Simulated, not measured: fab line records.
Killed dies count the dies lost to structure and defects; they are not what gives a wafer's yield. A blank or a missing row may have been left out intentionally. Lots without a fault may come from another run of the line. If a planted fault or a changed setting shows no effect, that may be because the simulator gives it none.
Chamber matching / flow nand_harc / rie_diel-13 running NHARC_A_STAIRCASE_DESCUM_11: 4 sister chambers
The step chemistry O2, time 3 s. 14 wafers are shown with their chamber, then 7 later ones without.

EACH WAFER AND ITS CHAMBER
wafer=L076.1; chamber=0; showerhead_plenum_p_Torr (Torr)=1.91; drypump_motor_current_A (A)=5.9; oes_product_au (a.u.)=0.988
wafer=L076.3; chamber=2; showerhead_plenum_p_Torr (Torr)=2.06; drypump_motor_current_A (A)=5.1; oes_product_au (a.u.)=1.010
wafer=L076.6; chamber=0; showerhead_plenum_p_Torr (Torr)=1.91; drypump_motor_current_A (A)=5.9; oes_product_au (a.u.)=0.984
wafer=L079.1; chamber=3; showerhead_plenum_p_Torr (Torr)=1.78; drypump_motor_current_A (A)=6.1; oes_product_au (a.u.)=0.996
wafer=L079.3; chamber=1; showerhead_plenum_p_Torr (Torr)=1.82; drypump_motor_current_A (A)=5.8; oes_product_au (a.u.)=1.002
wafer=L079.6; chamber=2; showerhead_plenum_p_Torr (Torr)=2.06; drypump_motor_current_A (A)=5.1; oes_product_au (a.u.)=1.016
wafer=L084.1; chamber=3; showerhead_plenum_p_Torr (Torr)=1.78; drypump_motor_current_A (A)=6.0; oes_product_au (a.u.)=1.025
wafer=L084.2; chamber=0; showerhead_plenum_p_Torr (Torr)=1.90; drypump_motor_current_A (A)=5.9; oes_product_au (a.u.)=0.988
wafer=L084.6; chamber=0; showerhead_plenum_p_Torr (Torr)=1.91; drypump_motor_current_A (A)=5.9; oes_product_au (a.u.)=0.984
wafer=L083.2; chamber=0; showerhead_plenum_p_Torr (Torr)=1.90; drypump_motor_current_A (A)=5.9; oes_product_au (a.u.)=0.995
wafer=L083.3; chamber=2; showerhead_plenum_p_Torr (Torr)=2.06; drypump_motor_current_A (A)=5.2; oes_product_au (a.u.)=0.984
wafer=L083.4; chamber=1; showerhead_plenum_p_Torr (Torr)=1.82; drypump_motor_current_A (A)=5.8; oes_product_au (a.u.)=1.003
wafer=L086.1; chamber=2; showerhead_plenum_p_Torr (Torr)=2.05; drypump_motor_current_A (A)=5.2; oes_product_au (a.u.)=0.984
wafer=L086.2; chamber=0; showerhead_plenum_p_Torr (Torr)=1.90; drypump_motor_current_A (A)=5.9; oes_product_au (a.u.)=0.994

SIGNATURES (averages over the wafers above)
reading=showerhead_plenum_p_Torr; chamber 0=1.9050; chamber 1=1.8200; chamber 2=2.0575; chamber 3=1.7800; scatter within a chamber=0.00474
reading=drypump_motor_current_A; chamber 0=5.900; chamber 1=5.800; chamber 2=5.150; chamber 3=6.050; scatter within a chamber=0.0387
reading=oes_product_au; chamber 0=0.98883; chamber 1=1.00250; chamber 2=0.99850; chamber 3=1.01050; scatter within a chamber=0.0118
Rule: for a wafer and a chamber, the distance is found by dividing, reading by reading, the gap between the wafer's reading and the chamber's mean by the reading's scatter, squaring, summing and taking the root. If the next closest chamber is less than 2 further off than the closest, the wafer can't be placed; otherwise it belongs to the closest. The scatter is the square root of a quotient: the sum, over the shown wafers, of each reading's squared deviation from its chamber's mean, divided by wafers minus chambers.

WAFERS WHOSE CHAMBER IS MISSING
wafer=L086.4; showerhead_plenum_p_Torr (Torr)=1.82; drypump_motor_current_A (A)=5.8; oes_product_au (a.u.)=0.994
wafer=L087.2; showerhead_plenum_p_Torr (Torr)=1.90; drypump_motor_current_A (A)=5.9; oes_product_au (a.u.)=0.970
wafer=L087.3; showerhead_plenum_p_Torr (Torr)=2.05; drypump_motor_current_A (A)=5.2; oes_product_au (a.u.)=0.978
wafer=L087.4; showerhead_plenum_p_Torr (Torr)=1.77; drypump_motor_current_A (A)=6.1; oes_product_au (a.u.)=1.031
wafer=L093.2; showerhead_plenum_p_Torr (Torr)=1.77; drypump_motor_current_A (A)=6.1; oes_product_au (a.u.)=1.040
wafer=L093.3; showerhead_plenum_p_Torr (Torr)=1.90; drypump_motor_current_A (A)=5.9; oes_product_au (a.u.)=0.978
wafer=L093.5; showerhead_plenum_p_Torr (Torr)=1.82; drypump_motor_current_A (A)=5.8; oes_product_au (a.u.)=1.016

WHICH CHAMBER EACH ONE RAN IN
wafer=L086.4; from the rows above=1; in truth=1
wafer=L087.2; from the rows above=0; in truth=0
wafer=L087.3; from the rows above=2; in truth=2
wafer=L087.4; from the rows above=3; in truth=3
wafer=L093.2; from the rows above=3; in truth=3
wafer=L093.3; from the rows above=0; in truth=0
wafer=L093.5; from the rows above=1; in truth=1
Placed correctly: 7 of 7. Not placeable from these rows: 0. Wrongly placed: 0.
